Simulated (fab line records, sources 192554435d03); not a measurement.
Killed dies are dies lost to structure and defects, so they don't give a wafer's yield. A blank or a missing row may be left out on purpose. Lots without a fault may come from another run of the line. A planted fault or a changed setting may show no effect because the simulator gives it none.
Chamber matching | flow n5_finfet | N5_PASSIVATION_PECVD_55 on pecvd-01: 3 sister chambers
The step deposits SiO2 from SiH4/N2O, target thk 400 nm, time 22.5 s. 22 wafers are shown with their chamber, then 11 later ones without.

WAFERS WITH THEIR CHAMBER
wafer  | chamber | showerhead_plenum_p_Torr (Torr) | throttle_valve_pct (%) | heater_power_w (W)
L074.4 | 0       | 8.02                            | 55.0                   | 688
L074.5 | 2       | 8.19                            | 53.3                   | 653
L074.6 | 1       | 8.14                            | 55.1                   | 681
L077.3 | 0       | 8.02                            | 54.9                   | 636
L077.4 | 1       | 8.12                            | 55.2                   | 675
L077.5 | 0       | 8.03                            | 54.8                   | 684
L079.1 | 0       | 8.02                            | 54.9                   | 702
L079.3 | 0       | 8.03                            | 54.9                   | 703
L079.4 | 2       | 8.19                            | 53.6                   | 618
L084.3 | 2       | 8.19                            | 53.7                   | 604
L084.4 | 0       | 8.02                            | 55.0                   | 684
L084.6 | 2       | 8.19                            | 54.0                   | 615
L082.1 | 2       | 8.17                            | 53.7                   | 633
L082.4 | 0       | 8.02                            | 54.7                   | 587
L082.5 | 2       | 8.18                            | 53.8                   | 654
L085.1 | 1       | 8.10                            | 55.1                   | 547
L085.3 | 0       | 8.01                            | 54.9                   | 583
L085.5 | 2       | 8.17                            | 53.8                   | 582
L087.1 | 1       | 8.13                            | 55.3                   | 646
L087.5 | 0       | 8.01                            | 54.6                   | 704
L087.6 | 1       | 8.09                            | 55.3                   | 666
L088.1 | 1       | 8.10                            | 55.5                   | 593

SIGNATURES (means of the wafers above)
reading                  | chamber 0 | chamber 1 | chamber 2 | scatter within a chamber
showerhead_plenum_p_Torr | 8.0200    | 8.1133    | 8.1829    | 0.0123
throttle_valve_pct       | 54.856    | 55.250    | 53.700    | 0.168
heater_power_w           | 663.44    | 634.67    | 622.71    | 44.5
Rule: a wafer's distance from a chamber is the root of the sum, over the readings, of the square of ((its reading less the chamber's mean) divided by the reading's scatter). The wafer belongs to the nearest chamber; if the next one is less than 2 further off, it can't be placed. The scatter: the root of (the sum of the squares of (reading less its chamber's mean) over the shown wafers, divided by (wafers less chambers)).

WAFERS WITHOUT THEIR CHAMBER
wafer  | showerhead_plenum_p_Torr (Torr) | throttle_valve_pct (%) | heater_power_w (W)
L088.2 | 8.00                            | 54.9                   | 693
L088.5 | 8.10                            | 55.4                   | 631
L090.1 | 8.19                            | 54.4                   | 539
L090.4 | 8.01                            | 55.1                   | 696
L090.5 | 8.03                            | 54.8                   | 709
L091.2 | 8.03                            | 54.8                   | 629
L091.3 | 8.02                            | 54.9                   | 651
L091.5 | 8.03                            | 54.9                   | 678
L097.3 | 8.21                            | 54.5                   | 644
L097.4 | 8.07                            | 48.8                   | 637
L097.6 | 8.03                            | 55.0                   | 620

WHICH CHAMBER EACH WENT THROUGH
wafer  | from the rows above | in truth
L088.2 | 0                   | 0
L088.5 | 1                   | 1
L090.1 | 2                   | 2
L090.4 | 0                   | 0
L090.5 | 0                   | 0
L091.2 | 0                   | 0
L091.3 | 0                   | 0
L091.5 | 0                   | 0
L097.3 | 2                   | 2
L097.4 | 2                   | 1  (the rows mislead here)
L097.6 | 0                   | 0
Placed correctly: 10 of 11. Can't be placed from these rows: 0. Placed wrongly: 1.
